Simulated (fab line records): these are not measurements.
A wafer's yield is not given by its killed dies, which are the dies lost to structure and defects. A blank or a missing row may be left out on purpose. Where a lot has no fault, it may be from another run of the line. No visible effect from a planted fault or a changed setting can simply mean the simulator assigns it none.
Matching of chambers + flow n5_finfet + N5_BEOL_M2_ALD_84 on ald_metal-03: 4 sister chambers
The step deposits TaN, pulse time 2 s, purge time 3 s, co reactant purge time 2 s. 8 wafers are shown with their chamber, then 10 later ones without.

## WAFERS, EACH WITH ITS CHAMBER
| wafer  | chamber | heater_power_outer_w (W) | heater_power_w (W) |
|--------|---------|--------------------------|--------------------|
| L076.5 | 0       | 241                      | 423                |
| L080.6 | 3       | 216                      | 396                |
| L082.6 | 0       | 247                      | 438                |
| L086.1 | 1       | 255                      | 446                |
| L086.2 | 3       | 215                      | 383                |
| L086.6 | 2       | 200                      | 378                |
| L089.1 | 2       | 201                      | 393                |
| L089.3 | 1       | 262                      | 435                |

## WAFERS WHOSE CHAMBER IS MISSING
| wafer  | heater_power_outer_w (W) | heater_power_w (W) |
|--------|--------------------------|--------------------|
| L089.6 | 259                      | 441                |
| L090.3 | 246                      | 448                |
| L090.4 | 212                      | 399                |
| L090.6 | 202                      | 385                |
| L091.1 | 241                      | 438                |
| L091.2 | 205                      | 368                |
| L091.6 | 224                      | 394                |
| L094.1 | 222                      | 403                |
| L094.4 | 202                      | 381                |
| L094.6 | 243                      | 424                |

## CHAMBER TAKEN BY EACH
| wafer  | from the rows above     | in truth |
|--------|-------------------------|----------|
| L089.6 | 1                       | 1        |
| L090.3 | can't be placed: 0 or 1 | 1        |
| L090.4 | 3                       | 3        |
| L090.6 | 2                       | 2        |
| L091.1 | 0                       | 0        |
| L091.2 | can't be placed: 2 or 3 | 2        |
| L091.6 | 3                       | 3        |
| L094.1 | 3                       | 3        |
| L094.4 | 2                       | 2        |
| L094.6 | 0                       | 0        |
Placed correctly: 8 of 10. Not placeable from these rows: 2 (in 2, the candidates include the true chamber). Placed wrongly: 0.
How it was worked out, from the rows above alone: a wafer's distance from a chamber is the root of the sum, over the readings, of the square of ((its reading less the chamber's mean) divided by the reading's scatter). If the next closest chamber is less than 2 further off than the closest, the wafer can't be placed; otherwise it belongs to the closest. The mean given for a chamber averages the wafers shown for that chamber. The scatter: take each reading less its chamber's mean, square it, sum over the shown wafers, divide by the number of wafers less the number of chambers, and take the root.
